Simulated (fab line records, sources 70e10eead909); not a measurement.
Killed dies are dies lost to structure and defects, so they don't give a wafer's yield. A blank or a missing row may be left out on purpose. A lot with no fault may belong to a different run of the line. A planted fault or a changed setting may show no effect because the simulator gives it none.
Which tool did it? -- flow nand-harc -- Sampling: 24 lots, 72 wafers, 6 of 1159 route steps

== WHAT THE GAUGES SHOWED, per wafer ==
NHARC_P_M0_OVL_MEAS_10: pitch 180 nm.
lot,measured,on,overlay-x-nm (nm),overlay-y-nm (nm)
L074,day 6 05:45,overlay-01,0.7 1.0 0.7,0.9 1.3 1.0
L076,day 6 09:36,overlay-01,1.0 0.9 0.8,1.1 0.7 1.1
L075,day 6 09:48,overlay-02,-0.7 -0.9 -0.9,0.6 0.7 0.1
L077,day 6 14:41,overlay-01,0.1 0.0 0.6,-0.1 0.2 0.1
L078,day 6 23:43,overlay-01,-0.2 -0.8 -0.1,1.0 1.3 1.3
L079,day 7 00:10,overlay-02,-0.9 -1.1 -0.8,-1.2 -1.8 -1.6
L081,day 7 06:28,overlay-01,0.2 -0.1 0.2,-0.5 -0.1 -0.5
L080,day 7 06:45,overlay-02,-0.1 0.3 0.3,0.2 -0.6 0.3
L083,day 8 04:19,overlay-02,0.1 0.4 0.9,-0.7 -0.7 -1.0
L082,day 8 04:52,overlay-01,0.4 0.6 0.6,-0.1 -0.4 -0.3
L085,day 8 06:56,overlay-02,1.3 2.0 1.8,-0.9 -0.8 -0.7
L084,day 8 08:06,overlay-02,0.7 0.3 1.2,0.6 1.1 0.4
L086,day 9 00:38,overlay-02,0.2 0.7 0.7,-0.4 0.1 -0.5
L087,day 9 01:10,overlay-02,-0.3 -0.5 -0.6,1.0 0.7 0.6
L088,day 9 09:22,overlay-01,-0.2 0.4 0.0,-1.9 -1.1 -1.3
L089,day 9 19:01,overlay-01,0.5 0.2 0.7,-0.4 -0.4 -0.5
L090,day 9 19:41,overlay-02,1.0 1.1 1.5,-1.5 -0.7 -0.7
L091,day 10 08:03,overlay-02,0.8 0.2 0.3,0.1 0.0 0.1
L092,day 10 15:33,overlay-02,-0.6 -0.2 0.2,0.2 -0.6 0.1
L093,day 10 15:58,overlay-02,0.9 1.0 0.8,-0.9 -0.2 -0.4
L094,day 10 19:09,overlay-01,-1.0 -1.1 -1.1,0.2 -0.5 0.4
L095,day 11 00:43,overlay-01,0.7 0.6 0.1,0.7 0.3 0.1
L096,day 11 06:26,overlay-01,-0.1 -0.2 0.5,-1.9 -2.0 -1.6
L097,day 12 00:23,overlay-02,-1.4 -0.9 -0.4,1.2 1.0 1.0

NHARC_P_M1_THK_MEAS_24: measures by xrf.
lot,measured,on,thk-nm (nm)
L074,day 6 12:38,film-metro-01,159.2 155.7 159.7
L076,day 6 16:16,film-metro-01,158.1 159.8 158.3
L075,day 6 16:53,film-metro-01,161.9 160.5 158.2
L077,day 6 21:25,film-metro-01,158.7 161.0 160.0
L078,day 7 06:27,film-metro-02,159.4 160.3 159.8
L079,day 7 06:55,film-metro-01,158.6 158.5 158.1
L081,day 7 14:02,film-metro-01,156.7 160.3 157.2
L080,day 7 14:19,film-metro-02,156.5 158.7 158.2
L083,day 8 10:53,film-metro-01,158.7 159.1 156.5
L082,day 8 11:37,film-metro-01,160.9 160.2 158.4
L085,day 8 13:24,film-metro-02,160.0 160.5 159.0
L084,day 8 15:04,film-metro-01,157.0 158.3 158.1
L086,day 9 07:13,film-metro-01,159.4 158.9 156.1
L087,day 9 08:07,film-metro-02,157.0 158.0 158.4
L088,day 9 16:26,film-metro-02,158.7 158.2 160.1
L089,day 10 01:34,film-metro-02,155.6 157.5 157.0
L090,day 10 02:16,film-metro-01,156.7 158.5 155.1
L091,day 10 14:37,film-metro-02,157.4 157.6 156.5
L092,day 10 22:40,film-metro-02,156.9 157.5 157.6
L093,day 10 22:52,film-metro-02,156.2 159.2 157.9
L094,day 11 01:43,film-metro-01,156.6 156.5 157.4
L095,day 11 07:28,film-metro-02,158.7 154.4 157.7
L096,day 11 13:13,film-metro-01,159.7 157.1 158.9
L097,day 12 07:02,film-metro-01,159.9 159.4 156.4

NHARC_A_ONON_D1_THK_MEAS_30: measures by ellipsometry.
lot,measured,on,thk-nm (nm)
L074,day 8 15:28,film-metro-02,993 994 992
L076,day 8 15:16,film-metro-01,999 1000 999
L075,day 8 15:36,film-metro-02,1012 1009 1009
L077,day 8 15:58,film-metro-02,1017 1018 1018
L078,day 9 03:25,film-metro-01,1004 1004 1003
L079,day 9 03:26,film-metro-02,1001 1000 1003
L081,day 9 10:47,film-metro-01,984 980 982
L080,day 9 10:45,film-metro-02,996 996 997
L083,day 10 08:16,film-metro-02,1004 1005 1005
L082,day 10 07:54,film-metro-01,1010 1011 1010
L085,day 10 08:02,film-metro-01,995 994 994
L084,day 10 11:32,film-metro-01,1022 1023 1024
L086,day 11 08:34,film-metro-02,1003 1003 1005
L087,day 11 08:36,film-metro-01,986 987 986
L088,day 11 12:35,film-metro-01,995 997 997
L089,day 11 22:31,film-metro-01,1016 1014 1014
L090,day 11 22:30,film-metro-01,1006 1008 1007
L091,day 12 19:34,film-metro-01,1004 1003 1003
L092,day 12 19:28,film-metro-02,986 987 987
L093,day 12 19:20,film-metro-02,1001 1002 1000
L094,day 12 19:41,film-metro-01,1001 1002 1003
L095,day 13 04:04,film-metro-01,998 997 998
L096,day 13 12:23,film-metro-01,999 1002 1001
L097,day 14 06:11,film-metro-02,1007 1006 1009

== WHAT TOOL EACH LOT RAN ON (gives the tool, then ch and the chambers of the sampled wafers, and finally the start) ==
lot,NHARC_P_CONTACT_ETCH_36,NHARC_P_M0_STRIP_18,NHARC_P_M2_CMP_23
L074,"rie-diel-12 ch 0,1,3, day 6 05:45 or earlier","rie-diel-13 ch 0,1,2, day 6 06:13","cmp-04 ch 1,2,3, day 6 16:37"
L076,"rie-diel-12 ch 0,1,3, day 6 09:36 or earlier","rie-diel-13 ch 0,1,2, day 6 10:06","cmp-04 ch 0,1, day 6 20:07"
L075,"rie-diel-12 ch 0,1,2, day 6 09:48 or earlier","rie-diel-11 ch 2,3, day 6 10:16","cmp-04 ch 0,1,3, day 6 20:52"
L077,"rie-diel-02 ch 2,3, day 6 14:41 or earlier","rie-diel-11 ch 1,2, day 6 15:11","cmp-04 ch 0,1, day 7 01:16"
L078,"rie-diel-02 ch 0,1,3, day 6 23:43 or earlier","rie-diel-11 ch 1,3, day 7 00:13","cmp-04 ch 0,1, day 7 10:19"
L079,"rie-diel-05 ch 1,2,3, day 7 00:10 or earlier","rie-diel-11 ch 0,1,2, day 7 00:49","cmp-04 ch 0,1,2, day 7 11:05"
L081,"rie-diel-12 ch 0,2,3, day 7 06:28 or earlier","rie-diel-01 ch 2,3, day 7 06:58","cmp-04 ch 1,2,3, day 7 18:05"
L080,"rie-diel-05 ch 0,1, day 7 06:45 or earlier","rie-diel-11 ch 0,1, day 7 07:15","cmp-02 ch 0,1,3, day 7 18:11"
L083,"rie-diel-12 ch 0,3, day 8 04:19 or earlier","rie-diel-11 ch 0,1,2, day 8 04:50","cmp-03 ch 0,2, day 8 15:05"
L082,"rie-diel-02 ch 0,2,3, day 8 04:52 or earlier","rie-diel-01 ch 1,2, day 8 05:22","cmp-02 ch 0,2,3, day 8 15:38"
L085,"rie-diel-12 ch 1,2,3, day 8 06:56 or earlier","rie-diel-11 ch 1,2, day 8 07:26","cmp-04 ch 0,1,3, day 8 17:40"
L084,"rie-diel-02 ch 0,2,3, day 8 08:06 or earlier","rie-diel-11 ch 1,2,3, day 8 08:37","cmp-03 ch 0,2,3, day 8 18:58"
L086,"rie-diel-02 ch 0,1,2, day 9 00:38 or earlier","rie-diel-01 ch 0,2,3, day 9 01:08","cmp-04 ch 0,1,3, day 9 10:58"
L087,"rie-diel-12 ch 2,3, day 9 01:10 or earlier","rie-diel-01 ch 0,2,3, day 9 01:40","cmp-02 ch 0,2,3, day 9 11:57"
L088,"rie-diel-12 ch 0,1, day 9 09:22 or earlier","rie-diel-01 ch 1,2,3, day 9 09:55","cmp-03 ch 0,1,3, day 9 20:26"
L089,"rie-diel-02 ch 1,3, day 9 19:01 or earlier","rie-diel-13 ch 0,3, day 9 19:29","cmp-02 ch 1,3, day 10 05:30"
L090,"rie-diel-05 ch 0,1, day 9 19:41 or earlier","rie-diel-01 ch 0,1,2, day 9 20:13","cmp-02 ch 0,1,2, day 10 06:07"
L091,"rie-diel-02 ch 0,3, day 10 08:03 or earlier","rie-diel-01 ch 1,2,3, day 10 08:34","cmp-03 ch 0,2,3, day 10 18:48"
L092,"rie-diel-12 ch 0,1, day 10 15:33 or earlier","rie-diel-01 ch 0,2, day 10 16:01","cmp-02 ch 1,2,3, day 11 02:50"
L093,"rie-diel-05 ch 0,1, day 10 15:58 or earlier","rie-diel-13 ch 0,1,3, day 10 16:28","cmp-03 ch 0,2,3, day 11 03:06"
L094,"rie-diel-12 ch 0,2,3, day 10 19:09 or earlier","rie-diel-13 ch 0,1,3, day 10 19:37","cmp-02 ch 0,1,3, day 11 05:34"
L095,"rie-diel-05 ch 0,1,3, day 11 00:43 or earlier","rie-diel-01 ch 1,2,3, day 11 01:15","cmp-04 ch 0,2,3, day 11 11:13"
L096,"rie-diel-12 ch 1,2,3, day 11 06:26 or earlier","rie-diel-13 ch 0,1,2, day 11 06:59","cmp-03 ch 0,1,2, day 11 17:30"
L097,"rie-diel-02 ch 0,3, day 12 00:23 or earlier","rie-diel-13 ch 0,1,2, day 12 00:58","cmp-04 ch 0,1, day 12 10:55"
- NHARC_P_CONTACT_ETCH_36: etches the open film in N2/H2, target depth 260 nm, time 406.25 s.
- NHARC_P_M0_STRIP_18: strips in N2/H2.
- NHARC_P_M2_CMP_23: polishes, t overpolish 20 s, target thk 144.3 nm.

== AS READ BY THE TOOLS THEMSELVES (means over the sampled wafers that have a number; for cases with no such wafer, the mark the record gives instead) ==
NHARC_P_CONTACT_ETCH_36.
lot,tool,drypump-motor-current-A (A),mfc-ar-sccm (sccm),n2-flow-sccm (sccm),oes-product-au (a.u.),rf-fwd-power-W (W),rf-vpp-V (V),showerhead-plenum-p-Torr (Torr),throttle-valve-pct (%)
L074,rie-diel-12,5.8,0.012,150.0,0.999,399.8,429.5,2.02,14.172
L076,rie-diel-12,5.8,0.012,150.1,1.005,399.2,430.1,2.01,14.174
L075,rie-diel-12,5.9,0.019,150.1,1.007,399.1,430.7,2.04,14.180
L077,rie-diel-02,6.3,0.006,150.0,0.996,398.3,430.5,2.02,14.165
L078,rie-diel-02,6.1,0.000,149.7,0.986,400.1,429.1,1.96,14.163
L079,rie-diel-05,5.9,0.010,149.8,1.003,400.9,430.0,2.03,14.178
L081,rie-diel-12,6.2,0.007,150.0,0.996,400.0,431.5,2.06,14.164
L080,rie-diel-05,5.7,0.009,150.3,1.009,399.8,428.8,1.99,14.165
L083,rie-diel-12,6.2,0.000,150.2,0.997,399.5,430.3,2.00,14.183
L082,rie-diel-02,6.0,0.006,150.4,0.998,400.2,428.6,2.01,14.171
L085,rie-diel-12,5.8,0.019,150.0,1.001,399.2,432.1,2.07,14.179
L084,rie-diel-02,6.0,0.006,149.8,0.994,399.3,429.7,2.01,14.177
L086,rie-diel-02,5.8,0.006,149.7,0.994,400.1,429.7,2.01,14.172
L087,rie-diel-12,6.1,0.013,149.6,0.992,399.2,433.0,2.12,14.169
L088,rie-diel-12,5.9,0.012,150.2,1.000,399.9,429.3,1.98,14.172
L089,rie-diel-02,6.1,0.000,149.7,0.994,399.1,429.4,1.97,14.164
L090,rie-diel-05,5.7,0.009,150.2,0.987,400.2,429.6,1.98,14.173
L091,rie-diel-02,6.3,0.000,149.9,0.990,398.4,428.1,1.96,14.173
L092,rie-diel-12,5.9,0.012,150.1,0.995,399.0,429.2,1.98,14.176
L093,rie-diel-05,5.5,0.017,150.2,0.996,400.4,428.7,1.96,14.169
L094,rie-diel-12,6.2,0.007,150.4,0.998,399.1,431.2,2.06,14.166
L095,rie-diel-05,5.6,0.009,149.7,0.989,399.7,428.2,1.97,14.169
L096,rie-diel-12,5.8,0.019,149.9,1.001,398.5,432.3,2.07,14.169
L097,rie-diel-02,6.3,0.000,149.3,0.992,398.8,428.1,1.96,14.161

NHARC_P_M0_STRIP_18.
lot,tool,drypump-motor-current-A (A),mfc-ar-sccm (sccm),n2-flow-sccm (sccm),oes-product-au (a.u.),rf-fwd-power-W (W),rf-vpp-V (V),showerhead-plenum-p-Torr (Torr),throttle-valve-pct (%)
L074,rie-diel-13,5.7,0.000,150.1,1.005,1000,91.2,2.05,14.170
L076,rie-diel-13,5.7,0.000,150.1,1.003,998,91.2,2.05,14.166
L075,rie-diel-11,6.3,0.018,149.8,1.007,994,91.4,2.05,14.175
L077,rie-diel-11,6.4,0.015,150.2,1.002,1000,90.2,2.04,14.178
L078,rie-diel-11,5.9,0.022,149.9,1.002,998,91.0,2.09,14.171
L079,rie-diel-11,6.2,0.025,150.0,0.995,994,91.5,2.07,14.180
L081,rie-diel-01,5.8,0.009,150.4,0.989,997,90.3,2.11,14.177
L080,rie-diel-11,6.1,0.026,150.1,0.991,996,90.4,2.08,14.174
L083,rie-diel-11,6.2,0.025,150.1,1.004,999,90.6,2.07,14.175
L082,rie-diel-01,6.0,0.004,150.3,0.986,996,91.6,2.15,14.169
L085,rie-diel-11,6.3,0.016,149.9,0.993,997,90.1,2.05,14.177
L084,rie-diel-11,6.2,0.019,150.7,0.995,996,90.3,2.06,14.170
L086,rie-diel-01,5.9,0.008,150.3,0.989,1000,90.6,2.05,14.175
L087,rie-diel-01,5.9,0.008,149.8,0.989,998,90.0,2.05,14.168
L088,rie-diel-01,5.9,0.009,150.2,0.998,996,91.3,2.13,14.168
L089,rie-diel-13,5.1,0.009,150.4,1.011,996,91.6,2.10,14.165
L090,rie-diel-01,6.0,0.003,149.9,0.997,998,91.1,2.08,14.174
L091,rie-diel-01,5.9,0.009,150.1,0.994,997,91.7,2.13,14.178
L092,rie-diel-01,6.0,0.003,150.3,0.983,999,90.6,2.06,14.163
L093,rie-diel-13,5.2,0.009,150.7,1.000,998,91.8,2.11,14.171
L094,rie-diel-13,5.1,0.009,149.9,0.994,997,90.8,2.11,14.180
L095,rie-diel-01,5.9,0.009,149.8,0.994,995,91.1,2.13,14.174
L096,rie-diel-13,5.7,0.000,149.9,1.003,997,90.2,2.05,14.174
L097,rie-diel-13,5.7,0.000,149.5,1.006,998,89.4,2.05,14.177

NHARC_P_M2_CMP_23.
lot,tool,motor-current-A (A),time-to-endpoint-s (s)
L074,cmp-04,11.4,27.6
L076,cmp-04,9.8,24.4
L075,cmp-04,10.4,24.9
L077,cmp-04,9.9,25.5
L078,cmp-04,9.7,27.5
L079,cmp-04,10.5,32.2
L081,cmp-04,11.5,29.9
L080,cmp-02,11.0,27.9
L083,cmp-03,12.2,34.7
L082,cmp-02,11.7,28.2
L085,cmp-04,10.3,28.1
L084,cmp-03,11.6,33.2
L086,cmp-04,10.3,25.9
L087,cmp-02,11.8,30.0
L088,cmp-03,13.2,28.6
L089,cmp-02,11.6,28.2
L090,cmp-02,11.6,32.4
L091,cmp-03,11.8,31.1
L092,cmp-02,11.8,27.4
L093,cmp-03,12.1,31.1
L094,cmp-02,11.1,26.2
L095,cmp-04,11.6,26.1
L096,cmp-03,12.3,30.7
L097,cmp-04,9.8,26.3

== THE ANSWER, worked out from the rows above alone ==
Rule: the lots themselves supply what counts as usual. The widest of any qualifying gaps counts: lots, ordered by their means at a reading, are off when they make up no more than a third of the lots, leave a main group of 4 or more, and stand apart from it by 3 or more times the standard deviation of that group's means. If all means in a main group match to the digits the tables above print for the reading, that group is not used. Also off: a lot with no number at a reading for which 4 or more lots have one. Any other lot the step has rows for is counted as sound. After the gauges, taken in route order, come the tools' own readings; for these a lot's mean is taken, as printed above. At the first step where some lot is off, the reading lying furthest off is the one used; lots without a number count as furthest.
No lot is off at any reading shown: from this, nothing can be told.

== WHAT THE SIMULATOR HAD PUT IN ==
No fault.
